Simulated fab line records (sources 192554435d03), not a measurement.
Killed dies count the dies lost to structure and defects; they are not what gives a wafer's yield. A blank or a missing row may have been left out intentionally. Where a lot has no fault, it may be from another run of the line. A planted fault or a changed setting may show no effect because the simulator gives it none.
fab line records | flow n5_finfet
record: lots: 11 wafers: 33 last_day: 16
route steps=1938 shown BEOL_M15@1823 MIM_TOP@1837 MIM_BOT_ETCH@1869 TV_LITHO@1879 PASSIVATION@1936
lots untouched by any fault: they come from a run of this same line in which no faults occurred
start_h: start of the lot's first displayed wafer, in hours after the record's first day | wait_h: hours since the lot's step before | " repeats the value in the row above | L1.1+2: a single row standing in for several wafers | - no value present, or no start provided | * or withheld: withheld | < > ~ a bound
route shown NAME@n: NAME is a module with steps in the file, n the number in the route of the first one | usual: mean/standard deviation taken from wafers without a fault | same: alike in all rows | chamber/n: place in a boat | sites: each site's reading | _std_site: the values' standard deviation | _edge_site: the outer-site mean with the inner-site mean subtracted | radius_mm: for every site, how far away it sits from the centre of the wafer | mask NAME#n: copy n | behind: the last tool/chamber to shape the wafer | hold: why the lot went on hold/how many hours it stayed there/how the hold came to an end | device: the n, p or np transistor that did not switch | end of line: the tests these same wafers got at the end of their route | where a step has no rows: the recipe by itself | killed: dies that structure and defects cost at the first sort, which is not the same as the wafer's yield | map: dies across one wafer; x = killed, . = not, _ = none there
set.NAME: the setting that was run; set.NAME@STEP: the one run at that earlier step | model.NAME: the simulator's own value behind a step, which no gauge read
one table for each step of the route and one row for each wafer, over a sample of lots
services: from which hour (start_h, from the record's first day; less than 0 if before it) a tool's chamber was out of use, for how many hours, and why
== steps ==
step: N5_BEOL_M15_ANNEAL_48
recipe: temp_c: 225 time_s: 90 ambient: N2
usual: anneal_temp_c_max: 225.82/0.28 wafer_temp_C_max: 225.92/0.22
columns lot.wafer tool chamber start_h wait_h anneal_temp_c_max wafer_temp_C_max
L215.1 rtp_anneal-01 0 284.50 0.7 225.48 225.88
L215.3 " 0 " " 225.78 225.78
L215.6 " 0 " " 225.45 225.78
L216.1 rtp_anneal-01 0 285.04 0.4 225.79 226.18
L216.4 " 0 " " 225.65 226.18
L216.6 " 0 " " 225.67 225.84
L220.1 rtp_anneal-02 0 299.30 0.4 226.09 225.82
L220.2 " 0 " " 225.93 225.89
L220.4 " 0 " " 226.19 226.01
L219.1 rtp_anneal-01 0 299.33 0.4 225.81 225.75
L219.4 " 0 " " 225.89 225.93
L219.6 " 0 " " 225.43 225.64
L221.3 rtp_anneal-01 0 303.96 0.3 225.52 225.86
L221.5 " 0 " " 225.38 225.67
L221.6 " 0 " " 225.84 225.92
L222.2 rtp_anneal-02 0 309.03 0.4 226.18 226.18
L222.4 " 0 " " 225.89 226.09
L222.6 " 0 " " 225.81 226.14
L223.1 rtp_anneal-01 0 319.70 0.3 225.55 225.81
L223.2 " 0 " " 225.56 225.81
L223.4 " 0 " " 225.64 225.95
L224.2 rtp_anneal-02 0 331.17 0.9 225.92 226.11
L224.5 " 0 " " 225.60 226.07
L224.6 " 0 " " 226.01 226.25
L225.2 rtp_anneal-02 0 346.26 0.2 226.21 226.12
L225.3 " 0 " " 225.98 226.05
L225.5 " 0 " " 226.04 225.70
L226.2 rtp_anneal-01 0 347.48 0.2 225.56 226.07
L226.3 " 0 " " 225.42 225.84
L226.6 " 0 " " 225.51 225.78
L231.2 rtp_anneal-02 0 376.26 0.8 225.91 225.76
L231.3 " 0 " " 226.33 225.73
L231.4 " 0 " " 225.94 225.33
step: N5_MIM_TOP_DEGAS_04
recipe: ambient: vacuum temp_c: 300 time_s: 60
usual: heater_power_w: 472/49
columns lot.wafer tool chamber start_h wait_h heater_power_w
L215.1 pvd_sputter-01 - 288.64 - 403
L215.3 " - " " 452
L215.6 " - " " 403
L216.1 pvd_sputter-03 - 290.05 - 490
L216.4 " - " " 531
L216.6 " - " " 481
L220.1 pvd_sputter-03 - 303.02 - 542
L220.2 " - " " 440
L220.4 " - " " 421
L219.1 pvd_sputter-03 - 303.22 - 479
L219.4 " - " " 421
L219.6 " - " " 424
L221.3 pvd_sputter-03 - 307.82 - 497
L221.5 " - " " 428
L221.6 " - " " 414
L222.2 pvd_sputter-01 - 313.13 - 535
L222.4 " - " " 514
L222.6 " - " " 533
L223.1 pvd_sputter-02 - 325.18 - 416
L223.2 " - " " 456
L223.4 " - " " 426
L224.2 pvd_sputter-03 - 335.53 - 418
L224.5 " - " " 495
L224.6 " - " " 437
L225.2 pvd_sputter-02 - 350.22 - 552
L225.3 " - " " 499
L225.5 " - " " 446
L226.2 pvd_sputter-03 - 351.31 - 420
L226.3 " - " " 427
L226.6 " - " " 426
L231.2 pvd_sputter-01 - 379.75 - 526
L231.3 " - " " 464
L231.4 " - " " 407
step: N5_MIM_BOT_ETCH_STRIP_01
recipe: chemistry: O2 power_w: 600 temp_c: 60 pressure_mtorr: 30 rf_frequency_hz: 6e+07 bias_power_w: 0 overash_fraction: 0.5 o2_flow_sccm: 225
usual: drypump_motor_current_A: 5.8/0.59 oes_product_au: 0.78/0.083 rf_vpp_V: 3.8/1.4 showerhead_plenum_p_Torr: 2.07/0.063 throttle_valve_pct: 16.70/0.24
columns lot.wafer tool chamber start_h wait_h drypump_motor_current_A oes_product_au rf_hours_counter_h rf_vpp_V showerhead_plenum_p_Torr throttle_valve_pct
L215.1 rie_diel-02 2 290.66 0.2 6.4 0.80 128 3.0 2.10 16.85
L215.3 " 0 " " 5.3 0.83 69 2.5 2.04 16.28
L215.6 " 0 " " 5.3 0.81 - 4.4 2.04 16.28
L216.1 rie_diel-02 0 292.20 0.3 5.3 0.84 71 3.6 2.04 16.28
L216.4 " 2 " " 6.5 0.79 - 1.9 2.09 16.84
L216.6 " 3 " " 5.1 0.93 - 3.6 2.06 16.76
L220.1 rie_diel-02 0 304.92 0.1 5.2 0.83 76 1.3 2.04 16.27
L220.2 " 2 " " 6.5 0.78 135 3.3 2.09 16.86
L220.4 " 1 " " 5.5 0.97 2 3.6 2.15 16.53
L219.1 rie_diel-06 0 305.31 0.3 6.8 0.72 154 1.4 2.00 16.40
L219.4 " 3 " " 4.9 0.76 139 4.1 2.10 16.75
L219.6 " 0 " " 6.9 0.74 - 5.9 2.00 16.42
L221.3 rie_diel-06 1 309.59 0.1 5.7 0.72 186 4.1 2.18 17.15
L221.5 " 2 " " 6.0 0.70 - 2.9 1.99 16.59
L221.6 " 1 " " 5.7 0.71 - 2.3 2.18 17.16
L222.2 rie_diel-04 1 314.77 0.1 6.0 0.87 52 2.3 2.04 16.59
L222.4 " 3 " " 6.0 0.80 110 4.1 2.20 16.66
L222.6 " 2 " " 5.8 0.78 - 2.0 2.02 16.82
L223.1 rie_diel-06 2 326.82 0.1 5.9 0.69 209 4.3 1.99 16.62
L223.2 " 0 " " 6.8 0.74 162 1.8 2.00 16.45
L223.4 " 3 " " 4.9 0.74 147 5.6 2.09 16.79
L224.2 rie_diel-02 3 337.55 0.1 5.1 0.90 25 2.7 2.05 16.75
L224.5 " 2 " " 6.5 0.77 - 5.9 2.09 16.86
L224.6 " 3 " " 5.1 0.89 - 3.7 2.05 16.77
L225.2 rie_diel-06 2 352.34 0.1 6.0 0.68 219 3.7 1.99 16.69
L225.3 " 1 " " 5.7 0.71 202 3.8 2.17 17.15
L225.5 " 2 " " 6.0 0.68 - 4.7 1.99 16.66
L226.2 rie_diel-06 3 353.14 0.1 4.9 0.73 157 4.5 2.09 16.79
L226.3 " 1 " " 5.7 0.68 202 3.3 2.17 17.15
L226.6 " 1 " " 5.7 0.70 - 3.5 2.17 17.15
L231.2 rie_diel-06 0 381.53 0.1 6.9 0.71 181 4.4 1.99 16.48
L231.3 " 1 " " 5.7 0.69 212 3.3 2.17 17.23
L231.4 " 2 " " 5.9 0.68 229 3.9 1.98 16.70
step: N5_PASSIVATION_EXPOSE_07
recipe: mask_id: TV na: 0.55 source_shape: conventional sigma_outer: 0.8 polarization: unpolarized defocus_nm: 0 target_cd_nm: 3000 dose_mj: 22.75
columns lot.wafer tool chamber start_h wait_h mask
L215.1+3+6 krf_scanner-02 0 291.46 - TV#0
L216.1+4+6 krf_scanner-02 0 295.74 - TV#0
L220.1+2+4 krf_scanner-02 0 307.67 - TV#0
L219.1+4+6 krf_scanner-01 0 307.83 - TV#0
L221.3+5+6 krf_scanner-02 0 311.76 - TV#0
L222.2+4+6 krf_scanner-02 0 315.97 - TV#0
L223.1+2+4 krf_scanner-02 0 328.62 - TV#0
L224.2+5+6 krf_scanner-02 0 338.66 - TV#0
L225.2+3+5 krf_scanner-02 0 353.19 - TV#0
L226.2+3+6 krf_scanner-02 0 354.78 - TV#0
L231.2+3+4 krf_scanner-01 0 382.85 - TV#0
step: N5_PASSIVATION_OVL_MEAS_60
recipe: points_per_wafer: 44
usual: TV_OVL: -4/4.7
columns lot.wafer tool chamber start_h wait_h TV_OVL[nm]
L215.1 overlay-02 0 291.67 0.0 -9
L215.3 " 0 " " -7
L215.6 " 0 " " 1
L216.1 overlay-02 0 295.95 0.0 -11
L216.4 " 0 " " -6
L216.6 " 0 " " -1
L220.1 overlay-01 0 307.87 0.0 -6
L220.2 " 0 " " -3
L220.4 " 0 " " -1
L219.1 overlay-01 0 308.04 0.0 0
L219.4 " 0 " " -4
L219.6 " 0 " " -1
L221.3 overlay-02 0 311.96 0.0 1
L221.5 " 0 " " -2
L221.6 " 0 " " -2
L222.2 overlay-02 0 316.17 0.0 -6
L222.4 " 0 " " -3
L222.6 " 0 " " -7
L223.1 overlay-02 0 328.82 0.0 234
L223.2 " 0 " " 231
L223.4 " 0 " " 240
L224.2 overlay-01 0 338.86 0.0 239
L224.5 " 0 " " 242
L224.6 " 0 " " 243
L225.2 overlay-02 0 353.39 0.0 237
L225.3 " 0 " " 231
L225.5 " 0 " " 237
L226.2 overlay-02 0 354.98 0.0 235
L226.3 " 0 " " 230
L226.6 " 0 " " 236
L231.2 overlay-01 0 383.05 0.0 -9
L231.3 " 0 " " -5
L231.4 " 0 " " -8
step: N5_PASSIVATION_PROBE_49
usual: defect_limited_yield: 91.1/1.3 killed_at_M0_to_M3: 36/10 killed_at_M4_up: 14/4.4 killed_at_contacts: 14/5.7 killed_at_front_end: 39/9.4 killed_at_other: 2.9/2.6 killed_dies: 105/15 killed_open: 70/12 killed_short: 34/7.1 sort_bin_5_function: 5.3/0.77 sort_bin_6_memory: 3.3/0.66 sort_n_pass: 1075/15 sort_yield_pct: 91.1/1.3
same: gross_dies: 1180 killed_at_back_side: 0 sort_bin_4_leakage[%]: 0 sort_bin_8_speed[%]: 0
columns lot.wafer tool chamber start_h wait_h defect_limited_yield[%] killed_at_M0_to_M3 killed_at_M4_up killed_at_contacts killed_at_front_end killed_at_other killed_dies killed_open killed_short sort_bin_5_function[%] sort_bin_6_memory[%] sort_n_pass sort_yield_pct[%]
L223.1 prober-01 - 336.23 0.0 91.3 38 14 24 27 0 103 84 16 5.8 2.8 1077 91.3
L223.2 prober-01 - 336.28 0.1 89.7 40 21 16 43 1 121 73 42 6.5 3.3 1059 89.7
L223.4 prober-01 - 336.38 0.2 91.7 38 8 15 36 1 98 62 31 4.8 3.1 1082 91.7
L224.2 prober-01 - 345.69 0.1 90.6 51 12 12 29 7 111 70 31 5.7 3.6 1069 90.6
L224.5 prober-01 - 345.84 0.2 89.4 56 14 16 33 6 125 77 38 6.6 3.7 1055 89.4
L224.6 prober-01 - 345.89 0.3 91.5 44 11 8 35 2 100 60 35 5.8 2.4 1080 91.5
L225.2 prober-01 - 360.07 0.1 89.5 54 13 8 48 1 124 88 33 5.8 4.4 1056 89.5
L225.3 prober-01 - 360.12 0.1 91.1 47 17 6 34 1 105 65 37 5.4 3.1 1075 91.1
L225.5 prober-01 - 360.22 0.2 90.2 47 13 13 42 1 116 72 36 5.5 4.0 1064 90.2
killed by level:class
L223.1 MOL_CONTACT_COAG:geometric_particle:open=19 BEOL_M2:geometric_particle:open=10 FIN_SAQP:geometric_particle:open=8 BEOL_M3:geometric_particle:open=8 BEOL_M1:geometric_particle:open=7 STI_FIN_REVEAL:geometric_particle:open=6 MOL_CONTACT_COAG:geometric_particle:short=5 GATE_CUT:geometric_particle:open=4
L223.2 FIN_SAQP:geometric_particle:short=14 MOL_CONTACT_COAG:geometric_particle:open=12 BEOL_M2:geometric_particle:open=11 FIN_SAQP:geometric_particle:open=9 BEOL_M4:geometric_particle:open=8 BEOL_M3:geometric_particle:open=7 BEOL_M0_SAQP:geometric_particle:short=6 BEOL_M0_SAQP:geometric_particle:open=5
L223.4 BEOL_M3:geometric_particle:open=11 FIN_SAQP:geometric_particle:open=8 MOL_CONTACT_COAG:geometric_particle:open=8 MOL_CONTACT_COAG:geometric_particle:short=7 BEOL_M0_SAQP:geometric_particle:open=6 GATE_CUT:geometric_particle:short=5 BEOL_M2:geometric_particle:open=5 BEOL_M2:interface_void_opened=5
L224.2 MOL_CONTACT_COAG:geometric_particle:open=10 BEOL_M2:interface_void_opened=10 BEOL_M4:geometric_particle:open=9 STI_FIN_REVEAL:geometric_particle:open=7 BEOL_M0_SAQP:geometric_particle:open=7 BEOL_M2:geometric_particle:open=7 BEOL_M3:geometric_particle:open=7 BEOL_M3:geometric_particle:short=6
L224.5 BEOL_M2:geometric_particle:open=12 MOL_CONTACT_COAG:geometric_particle:open=11 BEOL_M3:geometric_particle:open=10 BEOL_M0_SAQP:geometric_particle:short=8 BEOL_M2:interface_void_opened=8 BEOL_M0_SAQP:geometric_particle:open=7 STI_FIN_REVEAL:geometric_particle:open=6 BEOL_M4:geometric_particle:open=6
L224.6 BEOL_M3:geometric_particle:open=13 STI_FIN_REVEAL:geometric_particle:open=10 BEOL_M1:geometric_particle:open=7 BEOL_M4:geometric_particle:open=7 MOL_CONTACT_COAG:geometric_particle:open=6 DUMMY_GATE:geometric_particle:open=5 BEOL_M2:geometric_particle:short=5 BEOL_M2:interface_void_opened=5
L225.2 STI_FIN_REVEAL:geometric_particle:open=19 BEOL_M0_SAQP:geometric_particle:open=15 BEOL_M0_SAQP:geometric_particle:short=13 BEOL_M3:geometric_particle:open=11 FIN_SAQP:geometric_particle:open=7 MOL_CONTACT_COAG:geometric_particle:open=6 BEOL_M4:geometric_particle:open=6 STI_FIN_REVEAL:geometric_particle:short=5
L225.3 BEOL_M0_SAQP:geometric_particle:short=16 BEOL_M0_SAQP:geometric_particle:open=14 STI_FIN_REVEAL:geometric_particle:open=13 BEOL_M4:geometric_particle:open=6 FIN_CUT:geometric_particle:open=4 MOL_CONTACT_COAG:geometric_particle:open=4 BEOL_M2:geometric_particle:open=4 BEOL_M3:geometric_particle:short=4
L225.5 BEOL_M0_SAQP:geometric_particle:open=11 FIN_SAQP:geometric_particle:open=9 DUMMY_GATE:geometric_particle:open=9 BEOL_M0_SAQP:geometric_particle:short=9 MOL_CONTACT_COAG:geometric_particle:open=8 BEOL_M4:geometric_particle:open=8 BEOL_M2:interface_void_opened=8 BEOL_M1:geometric_particle:open=6
== services ==
columns tool chamber start_h hours kind
krf_scanner-01 - 269.26 1.0 pm
krf_scanner-02 - 275.60 1.3 pm
krf_scanner-01 0 279.85 - calibration
rie_diel-02 1 284.06 - clean
rie_diel-02 1 284.06 - consumable_replace:focus_ring
rie_diel-02 1 284.06 13.9 scheduled_down
rie_diel-02 1 284.06 13.9 vent_cycle
krf_scanner-02 - 288.62 1.0 pm
krf_scanner-01 - 289.81 1.3 pm
krf_scanner-02 0 339.19 - calibration
rie_diel-04 1 342.58 5.9 repair
pvd_sputter-01 - 347.55 1.5 repair
rie_diel-04 3 353.66 5.1 repair
rie_diel-06 - 360.52 0.5 repair
rie_diel-02 - 374.68 2.8 pm
krf_scanner-02 - 375.99 1.0 repair
rie_diel-04 0 379.45 4.8 repair
== key ==
first_sign: step: N5_PASSIVATION_OVL_MEAS_60 reading: TV_OVL direction: up sigmas: 51 usual: -4 struck: 236
effect none on later readings
met_at N5_PASSIVATION_EXPOSE_07
struck_lots L223,L224,L225,L226
not_acting_at N5_BEOL_M15_ANNEAL_48,N5_MIM_TOP_DEGAS_04,N5_MIM_BOT_ETCH_STRIP_01
onset_between 315.97 328.62
earlier_fault: kind: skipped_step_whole tool: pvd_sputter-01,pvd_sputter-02 chamber: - onset_h: 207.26 steps: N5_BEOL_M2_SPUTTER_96 scope: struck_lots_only
fault: kind: scanner_matching_overlay tool: krf_scanner-02 chamber: - onset_h: 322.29 steps: N5_PASSIVATION_EXPOSE_07 offset: 240.41
